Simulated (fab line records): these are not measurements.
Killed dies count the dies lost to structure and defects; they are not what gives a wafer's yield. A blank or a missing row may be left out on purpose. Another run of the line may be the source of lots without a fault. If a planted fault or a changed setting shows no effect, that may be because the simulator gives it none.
Which tool is to blame? :: flow n5Finfet :: Sampling: 24 lots, 72 wafers, 5 of 1938 route steps

WHAT EACH GAUGE READ, for each wafer
N5_BEOL_M10_CD_MEAS_35: the cd target is 70 nm. Usual: 70.2 nm for cdNm, sd 0.71.
lot: L075
measured: day 10 23:02
on: cdSem-01
cdNm (nm): 70.9 70.7 69.5
flag: 

lot: L074
measured: day 10 23:18
on: cdSem-02
cdNm (nm): 71.6 71.3 71.5
flag: 

lot: L076
measured: day 11 07:27
on: cdSem-02
cdNm (nm): 70.2 70.0 71.2
flag: 

lot: L079
measured: day 11 11:23
on: cdSem-03
cdNm (nm): 69.7 69.3 69.5
flag: 

lot: L077
measured: day 12 06:12
on: cdSem-02
cdNm (nm): 69.6 69.5 68.4
flag: 

lot: L078
measured: day 12 08:20
on: cdSem-01
cdNm (nm): 70.6 69.9 70.7
flag: 

lot: L081
measured: day 12 17:49
on: cdSem-02
cdNm (nm): 70.3 70.8 70.8
flag: 

lot: L080
measured: day 12 20:17
on: cdSem-02
cdNm (nm): 70.0 69.6 69.9
flag: 

lot: L082
measured: day 13 02:16
on: cdSem-02
cdNm (nm): 71.2 71.0 70.9
flag: 

lot: L083
measured: day 13 02:45
on: cdSem-02
cdNm (nm): 69.7 70.8 70.7
flag: 

lot: L084
measured: day 13 04:49
on: cdSem-01
cdNm (nm): 70.4 69.5 69.6
flag: 

lot: L085
measured: day 13 09:17
on: cdSem-01
cdNm (nm): 71.2 71.0 70.7
flag: 

lot: L086
measured: day 14 03:16
on: cdSem-02
cdNm (nm): 70.0 69.6 69.9
flag: 

lot: L087
measured: day 14 10:45
on: cdSem-03
cdNm (nm): 69.5 70.3 71.0
flag: 

lot: L090
measured: day 14 16:14
on: cdSem-02
cdNm (nm): 69.3 70.2 69.3
flag: 

lot: L088
measured: day 14 16:22
on: cdSem-03
cdNm (nm): 70.5 70.8 70.1
flag: 

lot: L089
measured: day 14 18:40
on: cdSem-03
cdNm (nm): 70.7 70.2 70.8
flag: 

lot: L092
measured: day 14 22:41
on: cdSem-01
cdNm (nm): 69.8 70.6 70.6
flag: 

lot: L091
measured: day 15 03:04
on: cdSem-01
cdNm (nm): 68.1 68.4 69.6
flag: 

lot: L093
measured: day 15 14:55
on: cdSem-01
cdNm (nm): 70.4 70.1 70.2
flag: 

lot: L095
measured: day 15 21:49
on: cdSem-03
cdNm (nm): 70.2 70.2 69.9
flag: 

lot: L094
measured: day 15 21:59
on: cdSem-03
cdNm (nm): 69.9 69.3 69.3
flag: 

lot: L096
measured: day 16 23:50
on: cdSem-03
cdNm (nm): 71.3 71.2 70.9
flag: 

lot: L097
measured: day 18 07:47
on: cdSem-02
cdNm (nm): 69.0 69.3 69.8
flag: 

N5_BEOL_M11_CD_MEAS_18: pitch 140 nm, target cd 70 nm. Usual: 69.7 nm for cdNm, sd 0.61.
lot: L075
measured: day 11 04:12
on: cdSem-03
cdNm (nm): 69.2 69.1 70.0
flag: 

lot: L074
measured: day 11 04:17
on: cdSem-02
cdNm (nm): 69.4 70.7 69.3
flag: 

lot: L076
measured: day 11 14:08
on: cdSem-03
cdNm (nm): 69.6 70.0 69.5
flag: 

lot: L079
measured: day 11 19:02
on: cdSem-01
cdNm (nm): 69.2 70.1 69.5
flag: 

lot: L077
measured: day 12 10:33
on: cdSem-02
cdNm (nm): 69.8 70.5 70.4
flag: 

lot: L078
measured: day 12 13:20
on: cdSem-03
cdNm (nm): 69.5 70.2 68.9
flag: 

lot: L081
measured: day 12 23:29
on: cdSem-01
cdNm (nm): 70.0 70.7 70.0
flag: 

lot: L080
measured: day 13 03:41
on: cdSem-03
cdNm (nm): 68.5 69.8 68.4
flag: 

lot: L082
measured: day 13 08:25
on: cdSem-03
cdNm (nm): 70.5 69.8 69.8
flag: 

lot: L083
measured: day 13 08:37
on: cdSem-02
cdNm (nm): 71.0 70.7 70.1
flag: 

lot: L084
measured: day 13 13:19
on: cdSem-02
cdNm (nm): 70.4 69.3 69.7
flag: 

lot: L085
measured: day 13 15:44
on: cdSem-02
cdNm (nm): 69.9 68.6 69.6
flag: 

lot: L086
measured: day 14 09:17
on: cdSem-01
cdNm (nm): 70.9 70.5 70.6
flag: 

lot: L087
measured: day 14 16:10
on: cdSem-01
cdNm (nm): 69.6 69.3 68.5
flag: 

lot: L090
measured: day 14 21:09
on: cdSem-03
cdNm (nm): 69.3 69.8 70.2
flag: 

lot: L088
measured: day 14 22:56
on: cdSem-03
cdNm (nm): 70.1 69.0 70.6
flag: 

lot: L089
measured: day 14 23:14
on: cdSem-01
cdNm (nm): 70.0 69.4 69.8
flag: 

lot: L092
measured: day 15 03:29
on: cdSem-01
cdNm (nm): 70.4 68.9 69.8
flag: 

lot: L091
measured: day 15 11:38
on: cdSem-02
cdNm (nm): 69.5 69.9 71.0
flag: 

lot: L093
measured: day 15 19:34
on: cdSem-03
cdNm (nm): 70.1 69.3 70.7
flag: 

lot: L095
measured: day 16 03:25
on: cdSem-02
cdNm (nm): 69.0 68.8 69.8
flag: 

lot: L094
measured: day 16 04:08
on: cdSem-01
cdNm (nm): 68.8 68.9 69.1
flag: 

lot: L096
measured: day 17 06:16
on: cdSem-01
cdNm (nm): 70.1 70.1 70.4
flag: 

lot: L097
measured: day 18 15:01
on: cdSem-02
cdNm (nm): 70.3 69.5 69.6
flag: 

N5_BEOL_M11_CD_MEAS_28: the cd target is 70 nm. Usual: 69.7 nm for cdNm, sd 1.
lot: L075
measured: day 11 07:01
on: cdSem-01
cdNm (nm): 70.9 70.8 70.4
flag: 

lot: L074
measured: day 11 06:11
on: cdSem-03
cdNm (nm): 69.1 72.5 71.7
flag: 

lot: L076
measured: day 11 14:25
on: cdSem-02
cdNm (nm): 69.3 71.7 70.5
flag: 

lot: L079
measured: day 11 20:55
on: cdSem-03
cdNm (nm): 68.8 70.4 68.9
flag: 

lot: L077
measured: day 12 10:59
on: cdSem-02
cdNm (nm): 69.7 69.8 70.8
flag: 

lot: L078
measured: day 12 17:04
on: cdSem-01
cdNm (nm): 69.5 70.8 69.9
flag: 

lot: L081
measured: day 13 01:22
on: cdSem-02
cdNm (nm): 70.5 70.2 70.5
flag: 

lot: L080
measured: day 13 06:28
on: cdSem-03
cdNm (nm): 69.5 70.9 69.0
flag: 

lot: L082
measured: day 13 08:50
on: cdSem-01
cdNm (nm): 69.4 68.6 69.1
flag: 

lot: L083
measured: day 13 11:14
on: cdSem-01
cdNm (nm): 67.9 69.5 69.9
flag: 

lot: L084
measured: day 13 13:45
on: cdSem-01
cdNm (nm): 71.0 72.2 70.0
flag: 

lot: L085
measured: day 13 16:03
on: cdSem-02
cdNm (nm): 68.5 70.9 68.6
flag: 

lot: L086
measured: day 14 10:09
on: cdSem-02
cdNm (nm): 69.3 69.2 69.8
flag: 

lot: L087
measured: day 14 17:46
on: cdSem-03
cdNm (nm): 71.1 69.5 68.8
flag: 

lot: L090
measured: day 14 21:33
on: cdSem-02
cdNm (nm): 68.9 70.2 70.5
flag: 

lot: L088
measured: day 15 01:52
on: cdSem-01
cdNm (nm): 68.6 70.0 68.3
flag: 

lot: L089
measured: day 15 02:02
on: cdSem-03
cdNm (nm): 70.0 71.8 71.3
flag: 

lot: L092
measured: day 15 08:30
on: cdSem-03
cdNm (nm): 70.3 70.5 69.2
flag: 

lot: L091
measured: day 15 14:19
on: cdSem-01
cdNm (nm): 70.0 71.2 68.5
flag: 

lot: L093
measured: day 15 21:05
on: cdSem-02
cdNm (nm): 71.4 70.1 70.1
flag: 

lot: L095
measured: day 16 05:01
on: cdSem-02
cdNm (nm): 70.7 68.5 69.6
flag: 

lot: L094
measured: day 16 05:11
on: cdSem-01
cdNm (nm): 68.0 70.0 68.8
flag: 

lot: L096
measured: day 17 07:07
on: cdSem-02
cdNm (nm): 68.5 67.9 68.1
flag: 

lot: L097
measured: day 18 17:23
on: cdSem-03
cdNm (nm): 69.5 70.8 70.4
flag: 

WHICH TOOL RAN EACH LOT (tool, then ch and the chambers of the sampled wafers, then the start)
lot: L075
N5_BEOL_M11_ETCH_61: rieDiel-03 ch 1,3, day 11 03:41
N5_BEOL_M11_STRIP_19: rieDiel-03 ch 0,1,2, day 11 04:08

lot: L074
N5_BEOL_M11_ETCH_61: rieDiel-06 ch 1,2,3, day 11 03:51
N5_BEOL_M11_STRIP_19: rieDiel-05 ch 1,2,3, day 11 04:14

lot: L076
N5_BEOL_M11_ETCH_61: rieDiel-06 ch 1,2, day 11 13:37
N5_BEOL_M11_STRIP_19: rieDiel-05 ch 1,2,3, day 11 14:04

lot: L079
N5_BEOL_M11_ETCH_61: rieDiel-06 ch 0,1,2, day 11 18:35
N5_BEOL_M11_STRIP_19: rieDiel-03 ch 0,3, day 11 18:58

lot: L077
N5_BEOL_M11_ETCH_61: rieDiel-03 ch 0,2,3, day 12 10:08
N5_BEOL_M11_STRIP_19: rieDiel-06 ch 1,2, day 12 10:29

lot: L078
N5_BEOL_M11_ETCH_61: rieDiel-05 ch 0,1,2, day 12 12:55
N5_BEOL_M11_STRIP_19: rieDiel-06 ch 2,3, day 12 13:16

lot: L081
N5_BEOL_M11_ETCH_61: rieDiel-05 ch 1,2, day 12 23:04
N5_BEOL_M11_STRIP_19: rieDiel-03 ch 1,3, day 12 23:25

lot: L080
N5_BEOL_M11_ETCH_61: rieDiel-06 ch 1,2, day 13 03:15
N5_BEOL_M11_STRIP_19: rieDiel-05 ch 0,1,2, day 13 03:36

lot: L082
N5_BEOL_M11_ETCH_61: rieDiel-03 ch 0,1,3, day 13 07:53
N5_BEOL_M11_STRIP_19: rieDiel-03 ch 0,1,3, day 13 08:20

lot: L083
N5_BEOL_M11_ETCH_61: rieDiel-03 ch 0,1, day 13 08:08
N5_BEOL_M11_STRIP_19: rieDiel-06 ch 0,2, day 13 08:32

lot: L084
N5_BEOL_M11_ETCH_61: rieDiel-05 ch 2,3, day 13 12:54
N5_BEOL_M11_STRIP_19: rieDiel-05 ch 2,3, day 13 13:15

lot: L085
N5_BEOL_M11_ETCH_61: rieDiel-03 ch 0,1, day 13 15:14
N5_BEOL_M11_STRIP_19: rieDiel-06 ch 1,2,3, day 13 15:40

lot: L086
N5_BEOL_M11_ETCH_61: rieDiel-06 ch 0,1, day 14 08:52
N5_BEOL_M11_STRIP_19: rieDiel-06 ch 0,2,3, day 14 09:13

lot: L087
N5_BEOL_M11_ETCH_61: rieDiel-05 ch 0,1,3, day 14 15:40
N5_BEOL_M11_STRIP_19: rieDiel-03 ch 0,1, day 14 16:05

lot: L090
N5_BEOL_M11_ETCH_61: rieDiel-06 ch 2,3, day 14 20:44
N5_BEOL_M11_STRIP_19: rieDiel-05 ch 0,1,3, day 14 21:05

lot: L088
N5_BEOL_M11_ETCH_61: rieDiel-06 ch 0,2,3, day 14 22:29
N5_BEOL_M11_STRIP_19: rieDiel-05 ch 1,3, day 14 22:52

lot: L089
N5_BEOL_M11_ETCH_61: rieDiel-03 ch 0,1,2, day 14 22:43
N5_BEOL_M11_STRIP_19: rieDiel-06 ch 0,3, day 14 23:10

lot: L092
N5_BEOL_M11_ETCH_61: rieDiel-03 ch 0,1,2, day 15 03:03
N5_BEOL_M11_STRIP_19: rieDiel-03 ch 0,3, day 15 03:25

lot: L091
N5_BEOL_M11_ETCH_61: rieDiel-05 ch 2,3, day 15 11:10
N5_BEOL_M11_STRIP_19: rieDiel-05 ch 2,3, day 15 11:33

lot: L093
N5_BEOL_M11_ETCH_61: rieDiel-06 ch 1,3, day 15 19:09
N5_BEOL_M11_STRIP_19: rieDiel-06 ch 1,2, day 15 19:29

lot: L095
N5_BEOL_M11_ETCH_61: rieDiel-06 ch 1,3, day 16 02:57
N5_BEOL_M11_STRIP_19: rieDiel-05 ch 0,1,3, day 16 03:21

lot: L094
N5_BEOL_M11_ETCH_61: rieDiel-03 ch 0,1,3, day 16 03:34
N5_BEOL_M11_STRIP_19: rieDiel-03 ch 0,1, day 16 04:04

lot: L096
N5_BEOL_M11_ETCH_61: rieDiel-03 ch 2,3, day 17 05:44
N5_BEOL_M11_STRIP_19: rieDiel-06 ch 0,1, day 17 06:11

lot: L097
N5_BEOL_M11_ETCH_61: rieDiel-05 ch 1,2,3, day 18 14:35
N5_BEOL_M11_STRIP_19: rieDiel-03 ch 0,1,2, day 18 14:56
- N5_BEOL_M11_ETCH_61: etches SiARC in CF4, target depth 39 nm, time 65 s.
- N5_BEOL_M11_STRIP_19: strips in O2.

AS READ BY THE TOOLS THEMSELVES (means over the sampled wafers that have a number; for cases with no such wafer, the mark the record gives instead)
N5_BEOL_M11_ETCH_61. Usual: drypumpMotorCurrentA 5.7 A, standard deviation 0.42; etchRfOnTimeS 64.9 s, standard deviation 1.5; oesProductAu 0.65 a.u., standard deviation 0.042; rfVppV 184.0 V, standard deviation 1.1; showerheadPlenumPTorr 2.13 Torr, standard deviation 0.074; throttleValvePct 15.61 %, standard deviation 0.15.
lot: L075
tool: rieDiel-03
drypumpMotorCurrentA (A): 5.2
etchRfOnTimeS (s): 65.5
oesProductAu (a.u.): 0.70
rfVppV (V): 184.7
showerheadPlenumPTorr (Torr): 2.20
throttleValvePct (%): 15.56
flag: 

lot: L074
tool: rieDiel-06
drypumpMotorCurrentA (A): 5.7
etchRfOnTimeS (s): 65.8
oesProductAu (a.u.): 0.65
rfVppV (V): 183.8
showerheadPlenumPTorr (Torr): 2.12
throttleValvePct (%): 15.74
flag: 

lot: L076
tool: rieDiel-06
drypumpMotorCurrentA (A): 5.7
etchRfOnTimeS (s): 63.9
oesProductAu (a.u.): 0.67
rfVppV (V): 183.2
showerheadPlenumPTorr (Torr): 2.04
throttleValvePct (%): 15.77
flag: 

lot: L079
tool: rieDiel-06
drypumpMotorCurrentA (A): 5.8
etchRfOnTimeS (s): 64.7
oesProductAu (a.u.): 0.65
rfVppV (V): 184.0
showerheadPlenumPTorr (Torr): 2.12
throttleValvePct (%): 15.72
flag: 

lot: L077
tool: rieDiel-03
drypumpMotorCurrentA (A): 5.5
etchRfOnTimeS (s): 65.0
oesProductAu (a.u.): 0.64
rfVppV (V): 183.6
showerheadPlenumPTorr (Torr): 2.14
throttleValvePct (%): 15.52
flag: 

lot: L078
tool: rieDiel-05
drypumpMotorCurrentA (A): 5.6
etchRfOnTimeS (s): 64.7
oesProductAu (a.u.): 0.68
rfVppV (V): 183.8
showerheadPlenumPTorr (Torr): 2.13
throttleValvePct (%): 15.59
flag: 

lot: L081
tool: rieDiel-05
drypumpMotorCurrentA (A): 5.9
etchRfOnTimeS (s): 64.9
oesProductAu (a.u.): 0.73
rfVppV (V): 184.5
showerheadPlenumPTorr (Torr): 2.12
throttleValvePct (%): 15.45
flag: 

lot: L080
tool: rieDiel-06
drypumpMotorCurrentA (A): 5.7
etchRfOnTimeS (s): 63.7
oesProductAu (a.u.): 0.66
rfVppV (V): 183.1
showerheadPlenumPTorr (Torr): 2.04
throttleValvePct (%): 15.80
flag: 

lot: L082
tool: rieDiel-03
drypumpMotorCurrentA (A): 5.3
etchRfOnTimeS (s): 64.7
oesProductAu (a.u.): 0.67
rfVppV (V): 183.8
showerheadPlenumPTorr (Torr): 2.15
throttleValvePct (%): 15.54
flag: 

lot: L083
tool: rieDiel-03
drypumpMotorCurrentA (A): 5.4
etchRfOnTimeS (s): 62.7
oesProductAu (a.u.): 0.70
rfVppV (V): 184.2
showerheadPlenumPTorr (Torr): 2.10
throttleValvePct (%): 15.45
flag: 

lot: L084
tool: rieDiel-05
drypumpMotorCurrentA (A): 5.7
etchRfOnTimeS (s): 65.4
oesProductAu (a.u.): 0.65
rfVppV (V): 184.0
showerheadPlenumPTorr (Torr): 2.14
throttleValvePct (%): 15.56
flag: 

lot: L085
tool: rieDiel-03
drypumpMotorCurrentA (A): 5.4
etchRfOnTimeS (s): 63.3
oesProductAu (a.u.): 0.68
rfVppV (V): 183.9
showerheadPlenumPTorr (Torr): 2.10
throttleValvePct (%): 15.47
flag: 

lot: L086
tool: rieDiel-06
drypumpMotorCurrentA (A): 5.8
etchRfOnTimeS (s): 64.7
oesProductAu (a.u.): 0.63
rfVppV (V): 183.5
showerheadPlenumPTorr (Torr): 2.13
throttleValvePct (%): 15.67
flag: 

lot: L087
tool: rieDiel-05
drypumpMotorCurrentA (A): 6.1
etchRfOnTimeS (s): 65.6
oesProductAu (a.u.): 0.65
rfVppV (V): 183.3
showerheadPlenumPTorr (Torr): 2.11
throttleValvePct (%): 15.62
flag: 

lot: L090
tool: rieDiel-06
drypumpMotorCurrentA (A): 5.9
etchRfOnTimeS (s): 66.3
oesProductAu (a.u.): 0.62
rfVppV (V): 184.6
showerheadPlenumPTorr (Torr): 2.17
throttleValvePct (%): 15.82
flag: 

lot: L088
tool: rieDiel-06
drypumpMotorCurrentA (A): 5.9
etchRfOnTimeS (s): 65.9
oesProductAu (a.u.): 0.62
rfVppV (V): 184.5
showerheadPlenumPTorr (Torr): 2.19
throttleValvePct (%): 15.71
flag: 

lot: L089
tool: rieDiel-03
drypumpMotorCurrentA (A): 5.7
etchRfOnTimeS (s): 62.7
oesProductAu (a.u.): 0.65
rfVppV (V): 183.9
showerheadPlenumPTorr (Torr): 2.08
throttleValvePct (%): 15.49
flag: 

lot: L092
tool: rieDiel-03
drypumpMotorCurrentA (A): 5.7
etchRfOnTimeS (s): 63.6
oesProductAu (a.u.): 0.64
rfVppV (V): 183.5
showerheadPlenumPTorr (Torr): 2.08
throttleValvePct (%): 15.48
flag: 

lot: L091
tool: rieDiel-05
drypumpMotorCurrentA (A): 5.7
etchRfOnTimeS (s): 65.4
oesProductAu (a.u.): 0.65
rfVppV (V): 183.9
showerheadPlenumPTorr (Torr): 2.13
throttleValvePct (%): 15.58
flag: 

lot: L093
tool: rieDiel-06
drypumpMotorCurrentA (A): 5.6
etchRfOnTimeS (s): 65.4
oesProductAu (a.u.): 0.62
rfVppV (V): 185.0
showerheadPlenumPTorr (Torr): 2.13
throttleValvePct (%): 15.75
flag: 

lot: L095
tool: rieDiel-06
drypumpMotorCurrentA (A): 5.6
etchRfOnTimeS (s): 66.2
oesProductAu (a.u.): 0.61
rfVppV (V): 183.2
showerheadPlenumPTorr (Torr): 2.13
throttleValvePct (%): 15.74
flag: 

lot: L094
tool: rieDiel-03
drypumpMotorCurrentA (A): 5.3
etchRfOnTimeS (s): 64.6
oesProductAu (a.u.): 0.66
rfVppV (V): 184.3
showerheadPlenumPTorr (Torr): 2.14
throttleValvePct (%): 15.59
flag: 

lot: L096
tool: rieDiel-03
drypumpMotorCurrentA (A): 5.8
etchRfOnTimeS (s): 64.6
oesProductAu (a.u.): 0.62
rfVppV (V): 182.9
showerheadPlenumPTorr (Torr): 2.10
throttleValvePct (%): 15.57
flag: 

lot: L097
tool: rieDiel-05
drypumpMotorCurrentA (A): 5.8
etchRfOnTimeS (s): 65.5
oesProductAu (a.u.): 0.65
rfVppV (V): 183.0
showerheadPlenumPTorr (Torr): 2.12
throttleValvePct (%): 15.57
flag: 

N5_BEOL_M11_STRIP_19. Usual: drypumpMotorCurrentA 5.7 A, standard deviation 0.47; oesProductAu 0.76 a.u., standard deviation 0.053; rfVppV 3.7 V, standard deviation 0.56; showerheadPlenumPTorr 2.09 Torr, standard deviation 0.068; throttleValvePct 16.66 %, standard deviation 0.18.
lot: L075
tool: rieDiel-03
drypumpMotorCurrentA (A): 5.7
oesProductAu (a.u.): 0.78
rfVppV (V): 4.1
showerheadPlenumPTorr (Torr): 2.04
throttleValvePct (%): 16.47
flag: 

lot: L074
tool: rieDiel-05
drypumpMotorCurrentA (A): 5.8
oesProductAu (a.u.): 0.82
rfVppV (V): 4.1
showerheadPlenumPTorr (Torr): 2.09
throttleValvePct (%): 16.56
flag: 

lot: L076
tool: rieDiel-05
drypumpMotorCurrentA (A): 5.8
oesProductAu (a.u.): 0.81
rfVppV (V): 3.2
showerheadPlenumPTorr (Torr): 2.09
throttleValvePct (%): 16.57
flag: 

lot: L079
tool: rieDiel-03
drypumpMotorCurrentA (A): 5.2
oesProductAu (a.u.): 0.78
rfVppV (V): 3.8
showerheadPlenumPTorr (Torr): 2.16
throttleValvePct (%): 16.64
flag: 

lot: L077
tool: rieDiel-06
drypumpMotorCurrentA (A): 5.7
oesProductAu (a.u.): 0.77
rfVppV (V): 3.8
showerheadPlenumPTorr (Torr): 1.99
throttleValvePct (%): 16.85
flag: 

lot: L078
tool: rieDiel-06
drypumpMotorCurrentA (A): 5.9
oesProductAu (a.u.): 0.74
rfVppV (V): 3.8
showerheadPlenumPTorr (Torr): 2.13
throttleValvePct (%): 16.85
flag: 

lot: L081
tool: rieDiel-03
drypumpMotorCurrentA (A): 5.3
oesProductAu (a.u.): 0.82
rfVppV (V): 3.6
showerheadPlenumPTorr (Torr): 2.08
throttleValvePct (%): 16.51
flag: 

lot: L080
tool: rieDiel-05
drypumpMotorCurrentA (A): 5.6
oesProductAu (a.u.): 0.79
rfVppV (V): 4.2
showerheadPlenumPTorr (Torr): 2.08
throttleValvePct (%): 16.66
flag: 

lot: L082
tool: rieDiel-03
drypumpMotorCurrentA (A): 5.3
oesProductAu (a.u.): 0.78
rfVppV (V): 3.4
showerheadPlenumPTorr (Torr): 2.10
throttleValvePct (%): 16.58
flag: 

lot: L083
tool: rieDiel-06
drypumpMotorCurrentA (A): 6.0
oesProductAu (a.u.): 0.73
rfVppV (V): 3.7
showerheadPlenumPTorr (Torr): 2.15
throttleValvePct (%): 16.69
flag: 

lot: L084
tool: rieDiel-05
drypumpMotorCurrentA (A): 5.7
oesProductAu (a.u.): 0.76
rfVppV (V): 3.3
showerheadPlenumPTorr (Torr): 2.11
throttleValvePct (%): 16.69
flag: 

lot: L085
tool: rieDiel-06
drypumpMotorCurrentA (A): 5.7
oesProductAu (a.u.): 0.74
rfVppV (V): 4.0
showerheadPlenumPTorr (Torr): 2.07
throttleValvePct (%): 16.80
flag: 

lot: L086
tool: rieDiel-06
drypumpMotorCurrentA (A): 5.9
oesProductAu (a.u.): 0.72
rfVppV (V): 3.7
showerheadPlenumPTorr (Torr): 2.14
throttleValvePct (%): 16.74
flag: 

lot: L087
tool: rieDiel-03
drypumpMotorCurrentA (A): 5.5
oesProductAu (a.u.): 0.76
rfVppV (V): 4.0
showerheadPlenumPTorr (Torr): 2.06
throttleValvePct (%): 16.59
flag: 

lot: L090
tool: rieDiel-05
drypumpMotorCurrentA (A): 6.1
oesProductAu (a.u.): 0.75
rfVppV (V): 3.5
showerheadPlenumPTorr (Torr): 2.07
throttleValvePct (%): 16.74
flag: 

lot: L088
tool: rieDiel-05
drypumpMotorCurrentA (A): 6.4
oesProductAu (a.u.): 0.80
rfVppV (V): 3.6
showerheadPlenumPTorr (Torr): 2.06
throttleValvePct (%): 16.60
flag: 

lot: L089
tool: rieDiel-06
drypumpMotorCurrentA (A): 5.8
oesProductAu (a.u.): 0.71
rfVppV (V): 3.6
showerheadPlenumPTorr (Torr): 2.15
throttleValvePct (%): 16.59
flag: 

lot: L092
tool: rieDiel-03
drypumpMotorCurrentA (A): 5.2
oesProductAu (a.u.): 0.75
rfVppV (V): 3.5
showerheadPlenumPTorr (Torr): 2.15
throttleValvePct (%): 16.70
flag: 

lot: L091
tool: rieDiel-05
drypumpMotorCurrentA (A): 5.7
oesProductAu (a.u.): 0.75
rfVppV (V): 3.7
showerheadPlenumPTorr (Torr): 2.10
throttleValvePct (%): 16.72
flag: 

lot: L093
tool: rieDiel-06
drypumpMotorCurrentA (A): 5.8
oesProductAu (a.u.): 0.74
rfVppV (V): 3.8
showerheadPlenumPTorr (Torr): 2.05
throttleValvePct (%): 16.95
flag: 

lot: L095
tool: rieDiel-05
drypumpMotorCurrentA (A): 6.1
oesProductAu (a.u.): 0.84
rfVppV (V): 4.1
showerheadPlenumPTorr (Torr): 2.07
throttleValvePct (%): 16.60
flag: 

lot: L094
tool: rieDiel-03
drypumpMotorCurrentA (A): 5.4
oesProductAu (a.u.): 0.78
rfVppV (V): 3.1
showerheadPlenumPTorr (Torr): 2.04
throttleValvePct (%): 16.54
flag: 

lot: L096
tool: rieDiel-06
drypumpMotorCurrentA (A): 5.6
oesProductAu (a.u.): 0.73
rfVppV (V): 3.2
showerheadPlenumPTorr (Torr): 2.00
throttleValvePct (%): 16.76
flag: 

lot: L097
tool: rieDiel-03
drypumpMotorCurrentA (A): 5.7
oesProductAu (a.u.): 0.73
rfVppV (V): 4.1
showerheadPlenumPTorr (Torr): 2.02
throttleValvePct (%): 16.56
flag: 

THE ANSWER, worked out from the rows above alone
Rule: lot off if the mean of its wafers having a number is beyond 3 standard deviations from the usual mean. Also off: a lot with no number at a reading for which 4 or more lots have one. Where the step has rows for the other lots, those lots are counted as sound. After the gauges, taken in route order, come the tools' own readings; for these a lot's mean is taken, as printed above. The first step at which some lot is off is used, and at that step the reading that is off furthest; a lot without a number counts as furthest.
None of the lots is off at any reading shown; this tells nothing.

WHAT THE SIMULATOR HAD INSERTED
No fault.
